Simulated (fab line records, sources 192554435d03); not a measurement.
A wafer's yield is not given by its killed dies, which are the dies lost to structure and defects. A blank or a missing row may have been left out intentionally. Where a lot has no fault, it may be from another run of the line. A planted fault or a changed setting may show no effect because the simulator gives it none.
fab line records	flow n5-finfet
record lots=6	wafers=18	last-day=16
route steps=1938 shown BEOL_M7@1290
lots with no fault: from the same line, run without faults
start-h: start of the lot's first displayed wafer, in hours after the record's first day	wait-h: hours from the lot's prior step to this one	" the same as in the row above	L1.1+2: a single row standing in for several wafers	- no value, or no start was given	* or withheld: withheld	< > ~ a bound
route shown NAME@n: a module of which the file shows steps, and the number in the route of the first	usual: mean and standard deviation over wafers with no fault	same: alike in all rows	chamber/n: place in a boat	sites: per-site readings	_std_site: the values' standard deviation	_edge_site: inner sites' mean taken away from outer sites' mean	radius-mm: for every site, how far away it sits from the centre of the wafer	mask NAME#n: copy n	behind: the most recent tool/chamber to have shaped the wafer	hold: why the lot was held/for how many hours/how that ended	device: which transistor (n, p or np) failed to switch	end of line: the route-end tests of the same wafers	a step given without rows: its recipe and nothing more	killed: count of dies lost to structure and defects at first sort (not the wafer's yield)	map: a wafer's dies, x killed, . not, _ none there
set.NAME: the setting the step ran with; set.NAME@STEP: the setting that earlier step ran with	model.NAME: the simulator's own value behind a step, which no gauge read
a table for each step, a row for each wafer; lots at some steps of the route
services: when a tool's chamber went out of use (start-h, in hours from the record's first day, below 0 if earlier), for how many hours, and the reason
## steps
# step N5_BEOL_M7_COAT_22
# recipe resist=CAR-EUV	spin-rpm=1500	resist-thk-nm=30
# step N5_BEOL_M7_EBR_24
# recipe solvent=PGMEA	ebr-width-mm=1.5
# step N5_BEOL_M7_SOFTBAKE_23
# recipe temp-c=110	time-s=60	resist=CAR-EUV
# step N5_BEOL_M7_EXPOSE_25
# recipe mask-id=V6	na=0.33	source-shape=annular	sigma-inner=0.4	sigma-outer=0.8	polarization=unpolarized	target-cd-nm=40	dose-mj=42.5
# step N5_BEOL_M7_PEB_26
# recipe peb-temp-c=100	peb-time-s=60	resist=CAR-EUV
# step N5_BEOL_M7_DEVELOP_27
# recipe develop-time-s=30	developer=TMAH	resist=CAR-EUV	rinse-liquid=surfactant-rinse	dry=air-spin	dev-temp-c=23
# step N5_BEOL_M7_CD_MEAS_28
# recipe target-cd-nm=40	landing-energy-ev=500	detector=se-inlens
# usual cd-nm=39.96/0.22
lot.wafer	tool	chamber	start-h	wait-h	cd-nm
L882.2	cd-sem-03	0	215.86	-	40.36
L882.3	"	0	"	"	39.76
L882.5	"	0	"	"	39.74
L883.1	cd-sem-03	0	222.33	-	39.83
L883.5	"	0	"	"	39.95
L883.6	"	0	"	"	40.18
L886.1	cd-sem-02	0	250.62	-	39.97
L886.3	"	0	"	"	39.49
L886.4	"	0	"	"	39.73
L887.2	cd-sem-02	0	264.37	-	40.00
L887.4	"	0	"	"	40.07
L887.6	"	0	"	"	39.85
L892.2	cd-sem-02	0	284.57	-	40.01
L892.3	"	0	"	"	40.27
L892.5	"	0	"	"	39.87
L895.1	cd-sem-01	0	306.52	-	39.78
L895.3	"	0	"	"	39.79
L895.6	"	0	"	"	40.08
# step N5_BEOL_M7_OVL_MEAS_29
# recipe points-per-wafer=522
# usual V6_OVL=-0.6/0.61
# same points-per-wafer=522
lot.wafer	tool	chamber	start-h	wait-h	V6_OVL[nm]
L882.2	overlay-01	0	215.89	0.0	0.0
L882.3	"	0	"	"	0.9
L882.5	"	0	"	"	0.7
L883.1	overlay-02	0	222.36	0.0	-1.2
L883.5	"	0	"	"	0.0
L883.6	"	0	"	"	-0.8
L886.1	overlay-01	0	250.65	0.0	-0.4
L886.3	"	0	"	"	-0.6
L886.4	"	0	"	"	-1.9
L887.2	overlay-01	0	264.41	0.0	-0.8
L887.4	"	0	"	"	-0.8
L887.6	"	0	"	"	-1.7
L892.2	overlay-01	0	284.61	0.0	-0.3
L892.3	"	0	"	"	0.1
L892.5	"	0	"	"	-0.1
L895.1	overlay-01	0	306.55	0.0	-1.2
L895.3	"	0	"	"	-1.3
L895.6	"	0	"	"	-0.8
# step N5_BEOL_M7_INSPECT_30
# recipe mode=adi	inspect-instrument=brightfield
# usual raw-defect-count=398/94
lot.wafer	tool	chamber	start-h	wait-h	raw-defect-count
L882.2	defect-inspect-01	-	215.94	0.0	422
L882.3	"	-	"	"	508
L882.5	"	-	"	"	451
L883.1	defect-inspect-01	-	222.42	0.1	329
L883.5	"	-	"	"	411
L883.6	"	-	"	"	477
L886.1	defect-inspect-02	-	250.70	0.1	405
L886.3	"	-	"	"	370
L886.4	"	-	"	"	456
L887.2	defect-inspect-02	-	264.46	0.0	309
L887.4	"	-	"	"	304
L887.6	"	-	"	"	269
L892.2	defect-inspect-01	-	284.66	0.0	371
L892.3	"	-	"	"	457
L892.5	"	-	"	"	451
L895.1	defect-inspect-01	-	306.61	0.1	344
L895.3	"	-	"	"	364
L895.6	"	-	"	"	330
# step N5_BEOL_M7_DESCUM_33
# recipe chemistry=O2	time-s=7	source-power-w=50	bias-power-w=20	pressure-mtorr=20	rf-frequency-hz=2.712e+07	temp-c=40	resist=CAR-EUV	o2-flow-sccm=225
# usual bias-power-w=20.00/0.053	drypump-motor-current-A=5.5/0.36	oes-product-au=0.80/0.085	rf-vpp-V=243.4/1.5	showerhead-plenum-p-Torr=2.11/0.07	throttle-valve-pct=20.54/0.16
lot.wafer	tool	chamber	start-h	wait-h	bias-power-w	drypump-motor-current-A	oes-product-au	rf-hours-counter-h	rf-vpp-V	showerhead-plenum-p-Torr	throttle-valve-pct
L882.2	rie-diel-05	0	215.98	0.0	20.05	5.0	0.97	4	244.3	2.15	20.70
L882.3	"	3	"	"	20.03	5.3	0.73	188	241.5	1.99	20.35
L882.5	"	3	"	"	20.06	5.3	0.74	-	240.7	1.99	20.37
L883.1	rie-diel-05	1	222.46	0.0	20.05	6.2	0.80	98	243.5	2.10	20.46
L883.5	"	1	"	"	20.03	6.2	0.80	-	242.2	2.10	20.45
L883.6	"	2	"	"	20.13	5.7	0.74	-	242.0	2.01	20.76
L886.1	rie-diel-05	2	251.32	0.6	20.00	5.7	0.73	177	241.9	2.00	20.75
L886.3	"	3	"	"	20.05	5.4	0.73	198	241.9	1.99	20.38
L886.4	"	1	"	"	20.00	6.2	0.79	105	241.9	2.09	20.47
L887.2	rie-diel-02	2	264.49	0.0	19.98	5.7	0.74	178	243.5	2.17	20.51
L887.4	"	1	"	"	20.01	6.0	0.85	68	242.0	2.10	20.65
L887.6	"	3	"	"	19.95	5.7	0.87	-	245.6	2.21	20.24
L892.2	rie-diel-04	0	284.69	0.0	20.00	5.5	0.71	223	244.9	2.18	20.44
L892.3	"	3	"	"	20.10	5.3	0.95	4	241.8	2.04	20.34
L892.5	"	2	"	"	20.06	5.0	0.86	-	242.9	2.12	20.52
L895.1	rie-diel-02	2	306.89	0.3	20.05	5.7	0.72	190	243.5	2.17	20.53
L895.3	"	3	"	"	20.00	5.7	0.88	45	245.1	2.20	20.26
L895.6	"	3	"	"	20.00	5.7	0.88	-	244.9	2.20	20.25
# step N5_BEOL_M7_ETCH_72
# recipe chemistry=N2/H2	target=underlayer	target-depth-a=65	mask-material=CAR-EUV	time-s=5.2	ion-energy-ev=200	pressure-mtorr=30	source-w=840	bias-w=150	n2-flow-sccm=200	h2-flow-sccm=200	ends=cleared
# usual bias-w=150.1/0.43	drypump-motor-current-A=5.5/0.36	etch-rf-on-time-s=5.19/0.12	oes-product-au=0.68/0.074	rf-vpp-V=524.3/2.7	showerhead-plenum-p-Torr=2.57/0.089	throttle-valve-pct=18.00/0.19
lot.wafer	tool	chamber	start-h	wait-h	bias-w	drypump-motor-current-A	etch-rf-on-time-s	oes-product-au	rf-hours-counter-h	rf-vpp-V	showerhead-plenum-p-Torr	throttle-valve-pct
L882.2	rie-diel-05	0	216.01	0.0	150.1	5.0	5.09	0.82	4	526.8	2.63	18.32
L882.3	"	3	"	"	150.0	5.4	5.26	0.63	188	519.4	2.41	17.76
L882.5	"	3	"	"	149.8	5.4	5.23	0.62	-	520.6	2.41	17.76
L883.1	rie-diel-05	1	222.49	0.0	150.0	6.2	5.11	0.69	98	522.6	2.58	18.24
L883.5	"	1	"	"	150.4	6.2	5.12	0.68	-	524.4	2.58	18.22
L883.6	"	2	"	"	150.2	5.7	5.25	0.62	-	518.9	2.42	18.08
L886.1	rie-diel-05	2	251.35	0.0	150.5	5.7	5.26	0.61	177	519.7	2.42	18.11
L886.3	"	3	"	"	150.0	5.4	5.24	0.61	198	520.3	2.41	17.77
L886.4	"	1	"	"	150.3	6.2	5.19	0.68	105	524.8	2.58	18.23
L887.2	rie-diel-02	2	264.53	0.0	150.5	5.7	5.13	0.63	178	527.5	2.64	17.92
L887.4	"	1	"	"	150.9	6.1	5.13	0.73	68	527.1	2.58	18.19
L887.6	"	3	"	"	150.1	5.7	5.14	0.75	-	526.5	2.71	17.74
L892.2	rie-diel-04	0	284.73	0.0	150.3	5.5	5.08	0.61	223	526.1	2.63	17.77
L892.3	"	3	"	"	150.0	5.4	5.15	0.82	4	524.9	2.51	17.94
L892.5	"	2	"	"	150.0	5.0	4.98	0.74	-	525.8	2.58	17.86
L895.1	rie-diel-02	2	306.92	0.0	149.7	5.7	5.05	0.63	190	529.6	2.64	17.98
L895.3	"	3	"	"	149.4	5.7	5.05	0.74	45	528.0	2.71	17.76
L895.6	"	3	"	"	150.5	5.7	5.03	0.75	-	530.0	2.71	17.72
# step N5_BEOL_M7_ETCH_65
# recipe chemistry=CF4	target=SiARC	target-depth-a=156	mask-material=CAR-EUV	time-s=26	ion-energy-ev=80	pressure-mtorr=40	source-w=545	bias-w=36	Ar_flow_sccm=100	cf4-flow-sccm=100	ends=cleared
# usual bias-w=36.00/0.1	drypump-motor-current-A=5.5/0.36	etch-rf-on-time-s=25.9/0.55	oes-product-au=0.68/0.073	rf-vpp-V=184.3/1.2	showerhead-plenum-p-Torr=2.16/0.072	throttle-valve-pct=15.72/0.11
lot.wafer	tool	chamber	start-h	wait-h	bias-w	drypump-motor-current-A	etch-rf-on-time-s	oes-product-au	rf-hours-counter-h	rf-vpp-V	showerhead-plenum-p-Torr	throttle-valve-pct
L882.2	rie-diel-05	0	216.03	0.0	35.88	4.9	25.6	0.83	4	185.5	2.19	15.67
L882.3	"	3	"	"	36.02	5.3	26.2	0.63	188	183.8	2.07	15.75
L882.5	"	3	"	"	36.10	5.3	26.2	0.62	-	183.5	2.07	15.73
L883.1	rie-diel-05	1	222.51	0.0	35.96	6.2	25.8	0.69	98	185.2	2.16	15.68
L883.5	"	1	"	"	35.94	6.2	26.0	0.68	-	185.4	2.16	15.67
L883.6	"	2	"	"	36.04	5.7	25.8	0.63	-	183.2	2.04	15.80
L886.1	rie-diel-05	2	251.37	0.0	36.02	5.7	26.0	0.63	177	183.2	2.03	15.83
L886.3	"	3	"	"	35.98	5.4	26.0	0.63	198	183.1	2.06	15.76
L886.4	"	1	"	"	36.01	6.2	25.6	0.68	105	185.3	2.15	15.70
L887.2	rie-diel-02	2	264.55	0.0	36.04	5.7	25.9	0.63	178	184.0	2.22	15.69
L887.4	"	1	"	"	36.02	6.0	25.6	0.73	68	184.3	2.17	15.85
L887.6	"	3	"	"	36.22	5.7	25.8	0.76	-	186.5	2.28	15.55
L892.2	rie-diel-04	0	284.75	0.0	35.95	5.4	25.7	0.61	223	185.9	2.22	15.60
L892.3	"	3	"	"	35.91	5.4	25.9	0.82	4	183.3	2.10	15.53
L892.5	"	2	"	"	36.07	4.9	25.2	0.74	-	183.4	2.19	15.71
L895.1	rie-diel-02	2	306.94	0.0	35.89	5.8	25.8	0.62	190	185.7	2.21	15.70
L895.3	"	3	"	"	35.94	5.7	25.3	0.74	45	186.5	2.28	15.56
L895.6	"	3	"	"	35.91	5.7	25.3	0.75	-	185.7	2.28	15.56
# step N5_BEOL_M7_ETCH_66
# recipe chemistry=N2/H2	target=SOC	target-depth-a=800	overetch-a=160	mask-material=SiARC	temp-c=40	time-s=120	ion-energy-ev=200	pressure-mtorr=30	source-w=840	bias-w=150	n2-flow-sccm=200	h2-flow-sccm=200
# usual bias-w=150.0/0.48	drypump-motor-current-A=5.5/0.36	oes-product-au=0.61/0.061	rf-vpp-V=524.4/2.5	showerhead-plenum-p-Torr=2.57/0.089	throttle-valve-pct=17.95/0.19
lot.wafer	tool	chamber	start-h	wait-h	bias-w	drypump-motor-current-A	oes-product-au	rf-hours-counter-h	rf-vpp-V	showerhead-plenum-p-Torr	throttle-valve-pct	model.SiARC_of_BEOL_M7_COAT_64.thk-nm
L882.2	rie-diel-05	0	216.06	0.0	150.8	5.0	0.73	4	525.9	2.63	18.26	6.2
L882.3	"	3	"	"	149.7	5.4	0.56	188	520.1	2.41	17.72	6.4
L882.5	"	3	"	"	150.3	5.3	0.57	-	521.9	2.41	17.74	6.4
L883.1	rie-diel-05	1	222.54	0.0	203.5	6.2	0.62	98	634.5	2.58	18.16	4
L883.5	"	1	"	"	204.4	6.2	0.61	-	635.9	2.58	18.16	4
L883.6	"	2	"	"	149.4	5.7	0.57	-	521.0	2.42	18.04	6.6
L886.1	rie-diel-05	2	251.40	0.0	150.4	5.7	0.56	177	520.2	2.42	18.04	6.6
L886.3	"	3	"	"	150.5	5.4	0.55	198	521.5	2.41	17.73	6.4
L886.4	"	1	"	"	203.1	6.2	0.60	105	634.8	2.58	18.18	4
L887.2	rie-diel-02	2	264.57	0.0	150.4	5.7	0.56	178	526.5	2.64	17.89	6.2
L887.4	"	1	"	"	149.3	6.0	0.64	68	523.7	2.58	18.15	6.2
L887.6	"	3	"	"	149.5	5.7	0.67	-	529.2	2.71	17.69	6.4
L892.2	rie-diel-04	0	284.77	0.0	150.3	5.5	0.55	223	526.9	2.63	17.72	6.4
L892.3	"	3	"	"	150.0	5.4	0.73	4	522.8	2.51	17.87	6.4
L892.5	"	2	"	"	150.0	5.0	0.66	-	525.6	2.58	17.85	6.2
L895.1	rie-diel-02	2	306.97	0.0	148.9	5.7	0.55	190	527.1	2.64	17.91	6.2
L895.3	"	3	"	"	149.5	5.7	0.66	45	528.6	2.71	17.71	6.4
L895.6	"	3	"	"	149.6	5.7	0.67	-	529.1	2.71	17.69	6.4
# step N5_BEOL_M7_STRIP_69
# recipe chemistry=N2/H2	temp-c=40	n2-flow-sccm=200	h2-flow-sccm=200	rf-frequency-hz=6e+07
## services
tool	chamber	start-h	hours	kind
rie-diel-05	1	213.02	4.7	repair
rie-diel-04	1	214.95	6.7	repair
rie-diel-04	1	222.61	13.5	repair
rie-diel-05	1	230.47	5.5	repair
rie-diel-02	1	230.65	2.4	repair
rie-diel-04	3	248.14	-	clean
rie-diel-04	3	248.14	-	consumable-replace:focus-ring
rie-diel-04	3	248.14	17.8	scheduled-down
rie-diel-04	3	248.14	17.8	vent-cycle
rie-diel-05	3	263.47	13.5	repair
rie-diel-02	3	294.20	9.6	repair
## key
first-sign step=N5_BEOL_M7_ETCH_66	reading=bias-w	direction=up	sigmas=99+	usual=*	struck=*
effect step=N5_BEOL_M7_ETCH_66	reading=rf-vpp-V	direction=up	sigmas=44	usual=524.4	struck=635.1
model-effect step=N5_BEOL_M7_ETCH_66	value=SiARC_of_BEOL_M7_COAT_64.thk-nm	without=6.4	struck=4
met-at N5_BEOL_M7_ETCH_66
struck-wafers L883.1,L883.5,L886.4
fault kind=process-parameter-drift	tool=rie-diel-05	chamber=1	onset-h=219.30	steps=N5_BEOL_M7_ETCH_66	channel=bias-w	offset=*	shape=step	end-h=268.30	acts-in=*	stated=*
